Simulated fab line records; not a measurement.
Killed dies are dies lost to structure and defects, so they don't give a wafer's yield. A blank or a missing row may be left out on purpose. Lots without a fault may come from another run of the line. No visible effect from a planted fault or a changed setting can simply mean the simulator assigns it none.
Which tool is to blame?    flow nand-harc    12 lots, 35 wafers sampled, at 6 steps of a route of 1302

== WHAT THE GAUGES READ, wafer by wafer ==
NHARC_P_M1_INSPECT_27.
lot   measured      on                 raw-defect-count
L585  day 7 04:38   defect-inspect-02  187 170 233
L592  day 10 05:28  defect-inspect-01  2438 286 2284
L594  day 10 21:41  defect-inspect-01  2145 438
L595  day 11 12:42  defect-inspect-02  2672 246 233
L596  day 11 18:59  defect-inspect-01  150 218 296
L598  day 12 13:34  defect-inspect-01  321 243 287
L601  day 13 20:11  defect-inspect-01  210 249 199
L602  day 14 03:29  defect-inspect-02  356 251 325
L603  day 15 02:50  defect-inspect-01  264 304 497
L604  day 15 12:11  defect-inspect-02  217 287 309
L605  day 15 16:29  defect-inspect-02  368 332 333
L606  day 15 23:15  defect-inspect-01  313 436 403

NHARC_END_SORT_01.
lot   measured      on         defect-limited-yield (%)  killed-at-array  killed-at-other  killed-at-periphery  killed-dies  killed-open  killed-short  sort_bin_2_pct (%)  sort_bin_3_pct (%)  sort_bin_4_pct (%)  sort-n-pass  sort-rim-yield-pct (%)  sort-yield-pct (%)
L592  day 28 17:42  prober-01  0 88 0                    90 72 73         0 2 3            587 4 601            677 78 677   5 3 1        4 5 4         5.9 3.1 4.6         87.1 1.6 89.5       6.9 6.8 5.9         0 599 0      0 92 0                  0 88 0
L594  day 28 09:02  prober-02  0 95                      42 27            3 5              632 4                677 36       3 3          0 1           2.1 1.5             93.6 0.3            4.3 3.5             0 641        0 93                    0 95
L595  day 29 10:06  prober-02  0 96 95                   31 28 29         1 0 1            645 2 3              677 30 33    3 9 5        2 0 0         1.3 1.3 1.2         95.0 0.3 0.3        3.7 2.8 3.4         0 647 644    0 92 94                 0 96 95

== WHAT TOOL EACH LOT RAN ON (gives the tool, then ch and the chambers of the sampled wafers, and finally the start) ==
lot   NHARC_P_M0_PRE_CLEAN_29                  NHARC_P_M1_DEGAS_29           NHARC_P_M1_PVD_21                        NHARC_P_M1_CMP_23
L585  pvd-sputter-03, day 7 03:03 or earlier   pvd-sputter-02, day 7 03:03   pvd-sputter-02, day 7 04:10 or earlier   cmp-02 ch 1,2,3, day 7 04:10
L592  pvd-sputter-01, day 10 03:56 or earlier  pvd-sputter-02, day 10 03:56  pvd-sputter-02, day 10 05:00 or earlier  cmp-02 ch 2,3, day 10 05:00
L594  pvd-sputter-02, day 10 20:09 or earlier  pvd-sputter-02, day 10 20:09  pvd-sputter-02, day 10 21:17 or earlier  cmp-02 ch 0,1, day 10 21:17
L595  pvd-sputter-02, day 11 11:06 or earlier  pvd-sputter-01, day 11 11:06  pvd-sputter-01, day 11 12:13 or earlier  cmp-02 ch 0,1,2, day 11 12:13
L596  pvd-sputter-03, day 11 17:26 or earlier  pvd-sputter-02, day 11 17:26  pvd-sputter-02, day 11 18:30 or earlier  cmp-03 ch 0,2,3, day 11 18:30
L598  pvd-sputter-03, day 12 12:01 or earlier  pvd-sputter-03, day 12 12:01  pvd-sputter-03, day 12 13:05 or earlier  cmp-03 ch 1,2, day 12 13:05
L601  pvd-sputter-02, day 13 18:38 or earlier  pvd-sputter-01, day 13 18:38  pvd-sputter-01, day 13 19:44 or earlier  cmp-03 ch 0,2, day 13 19:44
L602  pvd-sputter-03, day 14 01:56 or earlier  pvd-sputter-03, day 14 01:56  pvd-sputter-03, day 14 03:01 or earlier  cmp-02 ch 0,1,2, day 14 03:01
L603  pvd-sputter-01, day 15 01:18 or earlier  pvd-sputter-03, day 15 01:18  pvd-sputter-03, day 15 02:22 or earlier  cmp-03 ch 0,1, day 15 02:22
L604  pvd-sputter-01, day 15 10:20 or earlier  pvd-sputter-01, day 15 10:20  pvd-sputter-01, day 15 11:47 or earlier  cmp-03 ch 0,2,3, day 15 11:47
L605  pvd-sputter-01, day 15 14:55 or earlier  pvd-sputter-01, day 15 14:55  pvd-sputter-01, day 15 16:04 or earlier  cmp-03 ch 0,2,3, day 15 16:04
L606  pvd-sputter-02, day 15 21:19 or earlier  pvd-sputter-01, day 15 21:19  pvd-sputter-01, day 15 22:50 or earlier  cmp-02 ch 0,1,3, day 15 22:50
- NHARC_P_M0_PRE_CLEAN_29: time 30 s.
- NHARC_P_M1_DEGAS_29: time 60 s.
- NHARC_P_M1_PVD_21: deposits Cu, target thk 30 nm, time 20.49 s.
- NHARC_P_M1_CMP_23: polishes, t overpolish 20 s, target thk 157.82 nm.

== AS READ BY THE TOOLS THEMSELVES (means over the sampled wafers that have a number; for cases with no such wafer, the mark the record gives instead) ==
NHARC_P_M0_PRE_CLEAN_29.
lot   tool            heater-power-w (W)
L585  pvd-sputter-03  414
L592  pvd-sputter-01  425
L594  pvd-sputter-02  396
L595  pvd-sputter-02  390
L596  pvd-sputter-03  425
L598  pvd-sputter-03  420
L601  pvd-sputter-02  397
L602  pvd-sputter-03  415
L603  pvd-sputter-01  455
L604  pvd-sputter-01  462
L605  pvd-sputter-01  433
L606  pvd-sputter-02  398

NHARC_P_M1_DEGAS_29.
lot   tool            heater-power-w (W)
L585  pvd-sputter-02  319
L592  pvd-sputter-02  329
L594  pvd-sputter-02  331
L595  pvd-sputter-01  346
L596  pvd-sputter-02  320
L598  pvd-sputter-03  345
L601  pvd-sputter-01  366
L602  pvd-sputter-03  330
L603  pvd-sputter-03  343
L604  pvd-sputter-01  375
L605  pvd-sputter-01  365
L606  pvd-sputter-01  326

NHARC_P_M1_PVD_21.
lot   tool            substrate-temp-c (C)  throttle-valve-pct (%)
L585  pvd-sputter-02  30.09                 29.7
L592  pvd-sputter-02  30.05                 29.7
L594  pvd-sputter-02  30.06                 30.3
L595  pvd-sputter-01  30.14                 29.4
L596  pvd-sputter-02  30.03                 29.9
L598  pvd-sputter-03  29.97                 29.1
L601  pvd-sputter-01  30.01                 30.0
L602  pvd-sputter-03  29.97                 30.1
L603  pvd-sputter-03  30.02                 28.9
L604  pvd-sputter-01  29.97                 29.5
L605  pvd-sputter-01  29.96                 29.9
L606  pvd-sputter-01  29.92                 29.5

NHARC_P_M1_CMP_23.
lot   tool    motor-current-A (A)  slurry-filter-dp-kPa (kPa)  time-to-endpoint-s (s)
L585  cmp-02  11.4                 13.37                       28.6
L592  cmp-02  11.5                 13.57                       32.9
L594  cmp-02  12.4                 13.48                       33.1
L595  cmp-02  12.7                 13.56                       31.4
L596  cmp-03  12.2                 13.47                       31.2
L598  cmp-03  12.9                 13.50                       30.5
L601  cmp-03  12.9                 13.55                       25.6
L602  cmp-02  12.5                 13.63                       26.4
L603  cmp-03  13.9                 13.59                       29.6
L604  cmp-03  12.5                 13.62                       28.6
L605  cmp-03  12.1                 13.47                       28.2
L606  cmp-02  12.3                 13.51                       29.4

== THE ANSWER, worked out from the rows above alone ==
Rule: the lots themselves supply what counts as usual. Put in order of their means at a reading, lots are off if they are a third of the lots or fewer, leave a main group of 4 or more, and stand apart from it by a gap of 3 or more times the standard deviation of the main group's means; of several such gaps the widest counts. A main group whose means are all the same, to the digits that the tables above print for the reading, isn't used. A lot without any number at a reading at which 4 lots or more have one is off too. All remaining lots with rows at the step are treated as sound. After the gauges, taken in route order, come the tools' own readings; for these a lot's mean is taken, as printed above. At the first step where some lot is off, the reading lying furthest off is the one used; lots without a number count as furthest.
Off at NHARC_P_M1_INSPECT_27 (raw-defect-count): L592, L594, L595. Mean 287 and standard deviation 63 in the main group.
A tool fits if, at a process step before that reading, it ran every lot that is off, and no sound lot after the first of them. Those tools and the gauges at NHARC_P_M1_INSPECT_27 are tried in the same way. Because NHARC_P_M0_PRE_CLEAN_29 lacks a start for some lots, the hours and order of its lots are taken from NHARC_P_M1_DEGAS_29. Because NHARC_P_M1_PVD_21 lacks a start for some lots, the hours and order of its lots are taken from NHARC_P_M1_CMP_23. Not one of the candidates tried fits.

== WHAT HAD BEEN PUT IN BY THE SIMULATOR ==
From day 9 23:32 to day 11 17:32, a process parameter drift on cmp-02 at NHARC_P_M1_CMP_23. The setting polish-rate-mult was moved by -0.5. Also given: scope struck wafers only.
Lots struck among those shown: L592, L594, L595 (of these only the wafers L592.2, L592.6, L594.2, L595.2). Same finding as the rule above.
